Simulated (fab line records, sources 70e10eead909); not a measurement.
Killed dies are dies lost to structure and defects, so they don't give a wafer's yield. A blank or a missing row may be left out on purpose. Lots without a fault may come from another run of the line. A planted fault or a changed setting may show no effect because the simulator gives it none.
fab line records | flow nand_harc
record lots=6 wafers=18 last_day=24
route steps=1159 shown P_ZERO_WELL@68 P_STI@69 END@1159
lots that met no fault: from a run of the same line without faults
start_h: hours from the record's first day to the start of the lot's first wafer shown | wait_h: hours since the lot's step before | " the same as in the row above | L1.1+2: a row that stands for several wafers | - no value, or no start given | * or withheld: withheld | < > ~ a bound
route shown NAME@n: a module of which the file shows steps, and the number in the route of the first | usual: mean/standard deviation of fault-free wafers | same: alike in all rows | chamber/n: place in a boat | sites: the reading at each site | _std_site: their standard deviation | _edge_site: outer sites' mean less inner sites' | radius_mm: how far each site lies from the wafer's centre | mask NAME#n: copy n | behind: the tool/chamber that last shaped the wafer | hold: why the lot was held/for how many hours/how that ended | device: the transistor (n, p or np) that didn't switch | end of line: the same wafers' tests at the end of the route | a step without rows: its recipe alone | killed: dies lost to structure and defects at the first sort, not the wafer's yield | map: a wafer's dies, x killed, . not, _ none there
set.NAME: the setting as run; set.NAME@STEP: as run at that earlier step | model.NAME: the simulator's own value behind a step, which no gauge read
lots at some steps of the route; a table a step, a row a wafer
services: from which hour (start_h, from the record's first day; less than 0 if before it) a tool's chamber was out of use, for how many hours, and why
## steps
# step NHARC_P_ZERO_WELL_INSPECT_43
# usual raw_defect_count=13/6
# columns lot.wafer tool chamber start_h wait_h raw_defect_count
L497.2 defect_inspect-01 - 25.46 0.5 7
L497.4 " - " " 10
L497.5 " - " " 10
L504.2 defect_inspect-01 - 67.55 0.5 13
L504.3 " - " " 12
L504.6 " - " " 26
L509.2 defect_inspect-01 - 101.96 0.9 8
L509.4 " - " " 13
L509.6 " - " " 18
L514.3 defect_inspect-01 - 127.73 0.4 6
L514.4 " - " " 11
L514.5 " - " " 6
L518.3 defect_inspect-02 - 151.64 0.4 7
L518.4 " - " " 6
L518.6 " - " " 9
L519.3 defect_inspect-02 - 157.64 0.4 11
L519.4 " - " " 20
L519.6 " - " " 10
# step NHARC_P_STI_ETCH_26
# recipe target_depth_a=110 chemistry=dHF material=SiO2
# step NHARC_P_STI_PRECLEAN_27
# recipe time_s=* temp_c=50 bath_age_min=0 chemistry=SC1
# step NHARC_P_STI_SRD_28
# step NHARC_P_STI_OXIDE_29
# recipe target_thk_a=100 temp_c=900 ox_time_s=1362 material=SiO2
# step NHARC_P_STI_HM_DEP_30
# recipe target_thk_a=800 temp_c=790 pressure_mtorr=300 time_s=873 material=Si3N4
# step NHARC_P_STI_DEHYDRATE_01
# recipe temp_c=150 time_s=120
# step NHARC_P_STI_HMDS_02
# recipe time_s=30
# step NHARC_P_STI_COAT_41
# recipe temp_c=200 time_s=65
# step NHARC_P_STI_COAT_03
# recipe spin_rpm=2000 resist_thk_nm=600
# step NHARC_P_STI_SOFTBAKE_04
# recipe temp_c=125 time_s=70
# step NHARC_P_STI_EBR_05
# step NHARC_P_STI_EXPOSE_06
# recipe na=0.55 target_cd_nm=200 dose_mj=37.69 mask_id=P_STI
# usual stage_vel_mm_s=500.03/0.27
# same na=0.55
# columns lot.wafer tool chamber start_h wait_h mask stage_vel_mm_s model.P_STI.overlay_x_nm
L497.2 krf_scanner-04 0 40.11 - P_STI#0 500.28 0.01601
L497.4 " 0 " " P_STI#0 500.35 0.01601
L497.5 " 0 " " P_STI#0 500.40 0.01601
L504.2 krf_scanner-02 0 79.51 - P_STI#0 500.36 8.507
L504.3 " 0 " " P_STI#0 500.12 8.507
L504.6 " 0 " " P_STI#0 500.18 8.507
L509.2 krf_scanner-04 0 117.34 - P_STI#0 500.23 22.72
L509.4 " 0 " " P_STI#0 499.94 22.72
L509.6 " 0 " " P_STI#0 500.47 22.72
L514.3 krf_scanner-04 0 146.64 - P_STI#0 500.41 17.37
L514.4 " 0 " " P_STI#0 500.05 17.37
L514.5 " 0 " " P_STI#0 499.87 17.37
L518.3 krf_scanner-02 0 166.87 - P_STI#0 500.19 9.702
L518.4 " 0 " " P_STI#0 500.11 9.702
L518.6 " 0 " " P_STI#0 500.38 9.702
L519.3 krf_scanner-03 0 172.94 - P_STI#0 499.86 -0.02597
L519.4 " 0 " " P_STI#0 499.77 -0.02597
L519.6 " 0 " " P_STI#0 499.76 -0.02597
# step NHARC_P_STI_PEB_07
# recipe peb_temp_c=128 peb_time_s=80
# step NHARC_P_STI_DEVELOP_08
# recipe time_s=50 dev_temp_c=22
# step NHARC_P_STI_CD_MEAS_09
# recipe target_cd_nm=200 landing_energy_ev=500
# usual cd_nm=198.5/2.8
# columns lot.wafer tool chamber start_h wait_h cd_nm
L497.2 cd_sem-01 0 40.26 - 203.2
L497.4 " 0 " " 197.6
L497.5 " 0 " " 197.2
L504.2 cd_sem-02 0 79.65 - 195.4
L504.3 " 0 " " 198.2
L504.6 " 0 " " 198.3
L509.2 cd_sem-01 0 117.49 - 196.1
L509.4 " 0 " " 196.0
L509.6 " 0 " " 196.1
L514.3 cd_sem-03 0 146.79 - 199.0
L514.4 " 0 " " 196.8
L514.5 " 0 " " 198.2
L518.3 cd_sem-01 0 167.02 - 200.5
L518.4 " 0 " " 200.7
L518.6 " 0 " " 202.0
L519.3 cd_sem-02 0 173.08 - 194.0
L519.4 " 0 " " 197.5
L519.6 " 0 " " 195.7
# step NHARC_P_STI_OVL_MEAS_10
# usual overlay_x_nm=1/5.8 overlay_y_nm=-1/5.1
# columns lot.wafer tool chamber start_h wait_h overlay_x_nm overlay_y_nm
L497.2 overlay-02 - 40.34 - 0 3
L497.4 " - " " 0 3
L497.5 " - " " 0 3
L504.2 overlay-02 - 79.75 - 9 4
L504.3 " - " " 9 4
L504.6 " - " " 9 3
L509.2 overlay-01 - 117.58 - 23 3
L509.4 " - " " 23 2
L509.6 " - " " 23 2
L514.3 overlay-01 - 146.87 - 17 -2
L514.4 " - " " 18 -3
L514.5 " - " " 18 -2
L518.3 overlay-02 - 167.10 - 10 0
L518.4 " - " " 10 0
L518.6 " - " " 9 0
L519.3 overlay-01 - 173.17 - 0 3
L519.4 " - " " 0 4
L519.6 " - " " 0 3
# step NHARC_P_STI_INSPECT_11
# usual raw_defect_count=6/3
# columns lot.wafer tool chamber start_h wait_h raw_defect_count
L497.2 defect_inspect-02 - 40.38 0.0 4
L497.4 " - " " 3
L497.5 " - " " 2
L504.2 defect_inspect-02 - 79.79 0.0 12
L504.3 " - " " 14
L504.6 " - " " 12
L509.2 defect_inspect-01 - 117.62 0.0 9
L509.4 " - " " 2
L509.6 " - " " 9
L514.3 defect_inspect-02 - 146.91 0.0 8
L514.4 " - " " 5
L514.5 " - " " 4
L518.3 defect_inspect-02 - 167.14 0.0 2
L518.4 " - " " 5
L518.6 " - " " 5
L519.3 defect_inspect-02 - 173.20 0.0 9
L519.4 " - " " 6
L519.6 " - " " 5
# step NHARC_END_SORT_01
# recipe temp_c=25
# usual killed_at_array=29/10 killed_at_other=0.7/1 killed_at_periphery=3.7/2.6 killed_dies=33/10 killed_open=3.4/1.8 killed_short=1.8/1.3
# same gross_dies=677
# columns lot.wafer tool chamber start_h wait_h killed_at_array killed_at_other killed_at_periphery killed_dies killed_open killed_short
L504.2 prober-01 0 496.94 2.8 35 1 8 44 6 2
L504.3 prober-01 0 497.75 3.1 25 1 4 30 3 1
L504.6 prober-01 0 500.18 4.0 35 2 6 43 3 2
# killed by level:class
L504.2 A_CHANNEL_HOLE_D1:chamber_film_flake=23 P_ZERO_WELL:chamber_film_flake=5 A_STAIRCASE:chamber_film_flake=4 A_CONTACT:geometric_particle:open=3 A_CONTACT:chamber_film_flake=2 P_GATE:geometric_particle:open=1 P_CONTACT:geometric_particle:open=1 A_ONON_D1:geometric_particle:open=1
L504.3 A_CHANNEL_HOLE_D1:chamber_film_flake=19 P_ZERO_WELL:chamber_film_flake=4 A_CONTACT:geometric_particle:open=2 A_WL_FILL:geometric_particle:short=1 A_BLC:geometric_particle:open=1 A_STAIRCASE:chamber_film_flake=1 A_CONTACT:chamber_film_flake=1 THIN_TSV:chamber_film_flake=1
L504.6 A_CHANNEL_HOLE_D1:chamber_film_flake=24 A_STAIRCASE:chamber_film_flake=6 P_ZERO_WELL:chamber_film_flake=5 A_M0:geometric_particle:open=2 A_CONTACT:chamber_film_flake=2 P_CONTACT:geometric_particle:open=1 A_CHANNEL_HOLE_D1:geometric_particle:short=1 STARTING-WAFER:geometric_particle:short=1
## services
# columns tool chamber start_h hours kind
krf_scanner-02 - 38.00 4.0 pm
krf_scanner-02 - 65.40 1.7 repair
krf_scanner-03 - 89.87 0.4 repair
krf_scanner-04 - 126.00 4.0 pm
krf_scanner-03 - 149.69 1.1 repair
krf_scanner-04 - 158.46 20.3 repair
krf_scanner-03 - 168.00 4.0 pm
## key
first_sign step=NHARC_P_STI_OVL_MEAS_10 reading=overlay_x_nm direction=up sigmas=3.3 usual=1 struck=20
effect none on later readings
model_effect step=NHARC_P_STI_EXPOSE_06 value=P_STI.overlay_x_nm without=-2.837 struck=20.04
met_at NHARC_P_STI_EXPOSE_06
struck_wafers L509.2,L509.4,L509.6,L514.3,L514.4,L514.5
tester_left_out L509,L514
onset_between 40.11 117.34
fault kind=scanner_matching_overlay tool=krf_scanner-04 chamber=- onset_h=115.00 steps=NHARC_P_STI_EXPOSE_06 offset=22.88
# tester_left_out: of these lots the tester's yield and bins aren't shown, on N5 and GAA mostly nor the transistor test; their killed dies are dies lost to structure and defects alone, not to doping, threshold or leakage, so they don't give the yield
